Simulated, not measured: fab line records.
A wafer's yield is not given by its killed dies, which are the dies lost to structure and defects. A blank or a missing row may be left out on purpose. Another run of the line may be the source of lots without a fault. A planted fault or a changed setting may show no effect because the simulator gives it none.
Chamber matching    flow nand harc    NHARC_P_BONDPAD_ETCH_37 on rie diel-02 has 4 sister chambers
The step etches the open film in N2/H2, target depth 60 nm, overetch 18 nm, time 65.91 s. 4 wafers are shown with their chamber, then 8 later ones without.

## WAFERS PAIRED WITH THEIR CHAMBERS
wafer   chamber  rf vpp V (V)
L656.2  0        431.0
L656.3  3        431.4
L656.4  2        433.7
L659.1  1        430.5

## WAFERS WITHOUT THEIR CHAMBER
wafer   rf vpp V (V)
L659.5  430.6
L659.6  431.3
L665.1  434.3
L665.3  433.1
L665.4  429.6
L667.1  430.7
L667.2  430.8
L667.3  431.7

## EACH ONE'S CHAMBER
wafer    from the rows above            in truth
L659.5   can't be placed: 1 or 0 or 3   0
L659.6   can't be placed: 3 or 0 or 1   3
L665.1   2                              2
L665.3   2                              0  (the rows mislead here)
L665.4   can't be placed: 1 or 0 or 3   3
L667.1   can't be placed: 1 or 0 or 3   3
L667.2   can't be placed: 0 or 1 or 3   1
L667.3   can't be placed: 3 or 0 or 1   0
Placed correctly: 1 of 8. Unplaceable from these rows: 6, with the true chamber sitting among the candidates in 6. Wrongly placed: 1.
How it was worked out, from the rows above alone: a wafer's distance from a chamber is the root of the sum, over the readings, of the square of ((its reading less the chamber's mean) divided by the reading's scatter). If the next closest chamber is less than 2 further off than the closest, the wafer can't be placed; otherwise it belongs to the closest. A chamber's mean is the mean of its shown wafers. The scatter: root of mean squared gap, hidden wafer to nearest shown wafer, with one shown wafer a chamber.
